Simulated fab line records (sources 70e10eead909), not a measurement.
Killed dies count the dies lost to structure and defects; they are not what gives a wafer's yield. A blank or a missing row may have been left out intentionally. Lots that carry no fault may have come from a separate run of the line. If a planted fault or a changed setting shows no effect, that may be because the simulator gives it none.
The tool behind it: which one? :: flow nand-harc :: 13 lots with 39 wafers sampled at 3 steps, on a route of 1302 steps

## WHAT THE GAUGES READ, wafer by wafer
NHARC_A_M0_THK_MEAS_24: measures by xrf. Usual: 113.4 nm for thk-nm, sd 1.5.
lot: L665
measured: day 22 23:31
on: film-metro-02
thk-nm (nm): 114.4 114.6 113.5
flag: 

lot: L666
measured: day 23 15:04
on: film-metro-02
thk-nm (nm): 114.0 113.4 112.7
flag: 

lot: L670
measured: day 24 07:59
on: film-metro-01
thk-nm (nm): 111.7 113.4 115.5
flag: 

lot: L671
measured: day 25 00:31
on: film-metro-02
thk-nm (nm): 112.1 112.0 110.9
flag: 

lot: L672
measured: day 26 16:53
on: film-metro-02
thk-nm (nm): 113.0 112.9 112.8
flag: 

lot: L681
measured: day 29 16:49
on: film-metro-01
thk-nm (nm): 115.7 112.2 112.8
flag: 

lot: L680
measured: day 29 21:31
on: film-metro-01
thk-nm (nm): 115.4 113.6 112.5
flag: 

lot: L683
measured: day 30 15:28
on: film-metro-01
thk-nm (nm): 114.2 113.5 111.6
flag: 

lot: L682
measured: day 30 17:13
on: film-metro-01
thk-nm (nm): 112.7 113.1 112.2
flag: 

lot: L685
measured: day 30 21:55
on: film-metro-02
thk-nm (nm): 112.2 111.5 113.9
flag: 

lot: L684
measured: day 30 23:46
on: film-metro-02
thk-nm (nm): 113.3 113.3 114.3
flag: 

lot: L687
measured: day 32 06:18
on: film-metro-02
thk-nm (nm): 114.4 114.6 112.7
flag: 

lot: L688
measured: day 33 06:01
on: film-metro-01
thk-nm (nm): 110.6 112.1 112.6
flag: 

## TOOL THAT RAN EACH LOT (tool first, then ch and the chambers of the sampled wafers, then the start)
lot: L665
NHARC_A_BLC_CVD_24: cvd-w-02 ch 0,1, day 22 22:01 or earlier
NHARC_A_M0_DEGAS_28: pvd-sputter-01, day 22 22:01

lot: L666
NHARC_A_BLC_CVD_24: cvd-w-01 ch 0,1, day 23 13:41 or earlier
NHARC_A_M0_DEGAS_28: pvd-sputter-01, day 23 13:41

lot: L670
NHARC_A_BLC_CVD_24: cvd-w-02 ch 0,1, day 24 06:20 or earlier
NHARC_A_M0_DEGAS_28: pvd-sputter-02, day 24 06:20

lot: L671
NHARC_A_BLC_CVD_24: cvd-w-02 ch 0,1, day 24 23:08 or earlier
NHARC_A_M0_DEGAS_28: pvd-sputter-02, day 24 23:08

lot: L672
NHARC_A_BLC_CVD_24: cvd-w-02 ch 0,1, day 26 15:30 or earlier
NHARC_A_M0_DEGAS_28: pvd-sputter-02, day 26 15:30

lot: L681
NHARC_A_BLC_CVD_24: cvd-w-02 ch 0,1, day 29 15:23 or earlier
NHARC_A_M0_DEGAS_28: pvd-sputter-02, day 29 15:23

lot: L680
NHARC_A_BLC_CVD_24: cvd-w-02 ch 0,1, day 29 19:50 or earlier
NHARC_A_M0_DEGAS_28: pvd-sputter-02, day 29 19:50

lot: L683
NHARC_A_BLC_CVD_24: cvd-w-01 ch 0,1, day 30 14:04 or earlier
NHARC_A_M0_DEGAS_28: pvd-sputter-01, day 30 14:04

lot: L682
NHARC_A_BLC_CVD_24: cvd-w-02 ch 0, day 30 15:50 or earlier
NHARC_A_M0_DEGAS_28: pvd-sputter-02, day 30 15:50

lot: L685
NHARC_A_BLC_CVD_24: cvd-w-02 ch 0,1, day 30 20:27 or earlier
NHARC_A_M0_DEGAS_28: pvd-sputter-03, day 30 20:27

lot: L684
NHARC_A_BLC_CVD_24: cvd-w-01 ch 0,1, day 30 22:23 or earlier
NHARC_A_M0_DEGAS_28: pvd-sputter-02, day 30 22:23

lot: L687
NHARC_A_BLC_CVD_24: cvd-w-01 ch 0,1, day 32 04:55 or earlier
NHARC_A_M0_DEGAS_28: pvd-sputter-01, day 32 04:55

lot: L688
NHARC_A_BLC_CVD_24: cvd-w-02 ch 0,1, day 33 04:35 or earlier
NHARC_A_M0_DEGAS_28: pvd-sputter-02, day 33 04:35
- NHARC_A_BLC_CVD_24: deposits W, target thk 150 nm, time 434 s.
- NHARC_A_M0_DEGAS_28: time 60 s.

## AS READ BY THE TOOLS THEMSELVES (means over the sampled wafers that have a number; for cases with no such wafer, the mark the record gives instead)
NHARC_A_BLC_CVD_24. Usual: chamber-pressure-Torr 39.99 Torr, standard deviation 0.093; heater-power-outer-w 271 W, standard deviation 20; heater-power-w 485 W, standard deviation 26; mfc-wf6-sccm 40.01 sccm, standard deviation 0.12; throttle-valve-pct 7.9 %, standard deviation 0.33.
lot: L665
tool: cvd-w-02
chamber-pressure-Torr (Torr): 39.93
heater-power-outer-w (W): 281
heater-power-w (W): 484
mfc-wf6-sccm (sccm): 40.00
throttle-valve-pct (%): 8.0
flag: 

lot: L666
tool: cvd-w-01
chamber-pressure-Torr (Torr): 39.93
heater-power-outer-w (W): 254
heater-power-w (W): 458
mfc-wf6-sccm (sccm): 39.86
throttle-valve-pct (%): 8.1
flag: 

lot: L670
tool: cvd-w-02
chamber-pressure-Torr (Torr): 39.98
heater-power-outer-w (W): 280
heater-power-w (W): 484
mfc-wf6-sccm (sccm): 39.95
throttle-valve-pct (%): 8.0
flag: 

lot: L671
tool: cvd-w-02
chamber-pressure-Torr (Torr): 39.98
heater-power-outer-w (W): 265
heater-power-w (W): 468
mfc-wf6-sccm (sccm): 40.03
throttle-valve-pct (%): 7.9
flag: 

lot: L672
tool: cvd-w-02
chamber-pressure-Torr (Torr): 39.99
heater-power-outer-w (W): 266
heater-power-w (W): 476
mfc-wf6-sccm (sccm): 40.06
throttle-valve-pct (%): 7.9
flag: 

lot: L681
tool: cvd-w-02
chamber-pressure-Torr (Torr): 40.01
heater-power-outer-w (W): 286
heater-power-w (W): 496
mfc-wf6-sccm (sccm): 39.97
throttle-valve-pct (%): 7.8
flag: 

lot: L680
tool: cvd-w-02
chamber-pressure-Torr (Torr): 39.96
heater-power-outer-w (W): 267
heater-power-w (W): 492
mfc-wf6-sccm (sccm): 40.05
throttle-valve-pct (%): 7.9
flag: 

lot: L683
tool: cvd-w-01
chamber-pressure-Torr (Torr): 40.04
heater-power-outer-w (W): 259
heater-power-w (W): 473
mfc-wf6-sccm (sccm): 39.97
throttle-valve-pct (%): 8.2
flag: 

lot: L682
tool: cvd-w-02
chamber-pressure-Torr (Torr): 39.98
heater-power-outer-w (W): 260
heater-power-w (W): 484
mfc-wf6-sccm (sccm): 39.97
throttle-valve-pct (%): 7.9
flag: 

lot: L685
tool: cvd-w-02
chamber-pressure-Torr (Torr): 39.92
heater-power-outer-w (W): 273
heater-power-w (W): 487
mfc-wf6-sccm (sccm): 39.98
throttle-valve-pct (%): 7.7
flag: 

lot: L684
tool: cvd-w-01
chamber-pressure-Torr (Torr): 40.02
heater-power-outer-w (W): 262
heater-power-w (W): 478
mfc-wf6-sccm (sccm): 39.98
throttle-valve-pct (%): 8.3
flag: 

lot: L687
tool: cvd-w-01
chamber-pressure-Torr (Torr): 39.96
heater-power-outer-w (W): 277
heater-power-w (W): 515
mfc-wf6-sccm (sccm): 40.04
throttle-valve-pct (%): 7.9
flag: 

lot: L688
tool: cvd-w-02
chamber-pressure-Torr (Torr): 40.01
heater-power-outer-w (W): 272
heater-power-w (W): 484
mfc-wf6-sccm (sccm): 39.94
throttle-valve-pct (%): 7.8
flag: 

NHARC_A_M0_DEGAS_28. Usual: 332 W for heater-power-w, sd 33.
lot: L665
tool: pvd-sputter-01
heater-power-w (W): 286
flag: 

lot: L666
tool: pvd-sputter-01
heater-power-w (W): 315
flag: 

lot: L670
tool: pvd-sputter-02
heater-power-w (W): 339
flag: 

lot: L671
tool: pvd-sputter-02
heater-power-w (W): 331
flag: 

lot: L672
tool: pvd-sputter-02
heater-power-w (W): 328
flag: 

lot: L681
tool: pvd-sputter-02
heater-power-w (W): 333
flag: 

lot: L680
tool: pvd-sputter-02
heater-power-w (W): 346
flag: 

lot: L683
tool: pvd-sputter-01
heater-power-w (W): 310
flag: 

lot: L682
tool: pvd-sputter-02
heater-power-w (W): 333
flag: 

lot: L685
tool: pvd-sputter-03
heater-power-w (W): 363
flag: 

lot: L684
tool: pvd-sputter-02
heater-power-w (W): 325
flag: 

lot: L687
tool: pvd-sputter-01
heater-power-w (W): 345
flag: 

lot: L688
tool: pvd-sputter-02
heater-power-w (W): 352
flag: 

## THE ANSWER, worked out from the rows above alone
Rule: a lot is off if the mean of its wafers that have a number lies more than 3 standard deviations from the usual mean. A lot without any number at a reading at which 4 lots or more have one is off too. The other lots that the step has rows for count as sound. Order of review: gauges by route order, followed by the tools' own readings, for which a lot's mean as printed above is used. At the first step where some lot is off, the reading lying furthest off is the one used; lots without a number count as furthest.
Across all readings shown, no lot is off: no conclusion can be drawn from this.

## WHAT THE SIMULATOR PUT IN
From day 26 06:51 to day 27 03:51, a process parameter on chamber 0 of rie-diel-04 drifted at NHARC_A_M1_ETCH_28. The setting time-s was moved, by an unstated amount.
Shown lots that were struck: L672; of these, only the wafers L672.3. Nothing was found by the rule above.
